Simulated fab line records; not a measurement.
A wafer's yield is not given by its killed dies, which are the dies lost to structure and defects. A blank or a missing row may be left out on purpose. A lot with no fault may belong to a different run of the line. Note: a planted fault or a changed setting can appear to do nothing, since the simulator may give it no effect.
A lot that was struck, set against a sound lot | flow n5 finfet | 36 steps out of a route of 1938
Sound: these wafers, L439.2, L439.4, L439.6. Struck: wafer L447.6. (L447.4 of the same lot was not struck and is left out.) The cause comes at the end.
At each step with rows: each side's tool, then ch and its chambers, then its first start. Under that, the readings that differ: sound wafers | struck wafers | difference of the means | sigmas: that difference in standard deviations of wafers without a fault.
alike: same words and numbers on both sides, and readings whose means sit less than 2 such deviations apart. not compared: any withheld reading, any reading some wafer has no value for, any bound like >300 that may hide the same value, and any number with overlapping values for which the record gives no deviation.
The two part at a step that has a row with sigmas, a row that says differs or no value, or rows on one side only. Non-overlapping numbers with no deviation appear without sigmas and do not part them. A reading missing from all wafers of one side parts the sides only when that side holds two or more wafers.

first, 9 steps without rows for these wafers: N5_SD_EPI_N_DEVELOP_08 (develop time 30 s); N5_SD_EPI_N_DESCUM_14 (chemistry O2, time 7.9 s); N5_SD_EPI_N_ETCH_34 (etches SiARC in CF4, target depth 45.5 nm, time 75.8 s); N5_SD_EPI_N_ETCH_35 (etches SOC in N2/H2, overetch 108 nm, time 486 s); N5_SD_EPI_N_STRIP_36 (strips in N2/H2); N5_SD_EPI_N_ETCHBACK_44 (etches SiNx in CH3F/O2, stops on SiO2, target depth 14.5 nm); N5_SD_EPI_N_ETCH_45 (etches SiOCN in CH3F/O2, target depth 6 nm); N5_SD_EPI_N_ETCH_16 (etches SiO2 in CHF3/O2, target depth 5 nm); N5_SD_EPI_N_STRIP_47 (strips in CHF3/O2).
N5_SD_EPI_N_SD_RECESS_17: chemistry HBr/Cl2/O2, target depth 41 nm, time 23.7 s, bt time 3 s.
  sound on rie si-02 ch 0,1,3, day 3 14:52; struck on rie si-03 ch 1, day 5 13:07
  reading                                 | sound             | struck | difference | sigmas
  model.etch.depth nm (nm)                | 39.56 40.83 41.13 | 45.05  | +4.54      |
  model.SD_EPI_N.feature depth nm (nm)    | 39.6 40.8 41.2    | 45     | +4         |
  model.Si_of_WELL_APT_EPI_41.thk nm (nm) | 10.4 9 8.8        | 4.2    | -5.2       |
  alike: drypump motor current A, oes product au, throttle valve pct
  not compared: rf hours counter h
then, 2 steps without rows for these wafers: N5_SD_EPI_N_STRIP_38 (strips in N2/H2); N5_SD_EPI_N_WET_ETCH_43 (etches SiO2 in dHF, time 14 s, target depth 1.5 nm).
N5_SD_EPI_N_STRIP_18: strips in SPM, time 750 s.
  sound on wet bench-02 ch 3,6,7, day 3 15:05; struck on wet bench-01 ch 7, day 5 13:19
  reading                                 | sound      | struck | difference | sigmas
  model.Si_of_WELL_APT_EPI_41.thk nm (nm) | 10 8.6 8.4 | 3.8    | -5.2       |
then, 21 steps without rows for these wafers: N5_SD_EPI_N_SRD_20 (time 30 s); N5_SD_EPI_N_PRECLEAN_48 (cleans in NF3:NH3, afs cycles 2, time 20 s, sublimation time 60 s); N5_SD_EPI_N_VAPOR_ETCH_50 (etches Si in HCl, time 54 s); N5_SD_EPI_N_EPI_21 (deposits Si:P, time 690 s); N5_SD_EPI_N_PRECLEAN_24 (cleans in O3/DIW, time 60 s); N5_SD_EPI_N_SRD_25 (time 30 s); N5_SD_EPI_N_PRECLEAN_49 (cleans in NF3:NH3, afs cycles 1, time 20 s, sublimation time 60 s); N5_SD_EPI_N_LINER_46 (material SiNx, target thk 3 nm); N5_SD_EPI_P_COAT_34 (time 60 s, resist thk 350 nm); N5_SD_EPI_P_COAT_35 (time 60 s, resist thk 35 nm); N5_SD_EPI_P_COAT_03 (resist thk 150 nm); N5_SD_EPI_P_EBR_05; N5_SD_EPI_P_SOFTBAKE_04 (time 60 s); N5_SD_EPI_P_EXPOSE_06 (exposes mask SD P BLK, target cd 240 nm); N5_SD_EPI_P_PEB_07 (peb time 60 s); N5_SD_EPI_P_DEVELOP_08 (develop time 30 s); N5_SD_EPI_P_DESCUM_14 (chemistry O2, time 7.9 s); N5_SD_EPI_P_ETCH_36 (etches SiARC in CF4, target depth 45.5 nm, time 75.8 s); N5_SD_EPI_P_ETCH_37 (etches SOC in N2/H2, overetch 108 nm, time 486 s); N5_SD_EPI_P_STRIP_38 (strips in N2/H2); N5_SD_EPI_P_ETCHBACK_46 (etches SiNx in CH3F/O2, stops on SiO2, target depth 17.5 nm).
-- a jump in the record: the struck wafers' starts before and after are 5 days apart (it breaks off in module SD_EPI_P and resumes in module BEOL_M4, where the first step shown is number 1111 of the route) --
N5_BEOL_M4_RC_MEAS_101:
  sound on prober-02 ch 0, day 8 20:22; struck on prober-02 ch 0, day 10 08:33
  reading            | sound          | struck | difference | sigmas
  CJ_N               | 4.14 4.26 4.38 | 4.69   | +0.43      | +4
  IOFF_N (nA/um)     | 0.18 0.18 0.20 | 0.35   | +0.16      | +4
  IOFF_N_85C (nA/um) | 3.5 3.5 3.8    | 6.2    | +2.6       | +4
  SS_N (mV/dec)      | 71.1 71.7 71.7 | 76.1   | +4.6       | +7
  alike: DIBL_N, DIBL_P, IOFF_P, ION_N, ION_P, SS_P, VT_N, VT_P
-- here the record skips 4 days between the struck wafers' starts before and after, leaving off in module BEOL_M4 and picking up in module PASSIVATION (first step shown: number 1936 of the route) --
N5_PASSIVATION_PROBE_49:
  only the struck wafers here have rows in the record (prober-02, day 14 19:05); the sound ones have none

## WHERE THEY PART
At N5_BEOL_M4_RC_MEAS_101 first; at N5_PASSIVATION_PROBE_49 last (within this record only).

WHY: what had been put in by the simulator
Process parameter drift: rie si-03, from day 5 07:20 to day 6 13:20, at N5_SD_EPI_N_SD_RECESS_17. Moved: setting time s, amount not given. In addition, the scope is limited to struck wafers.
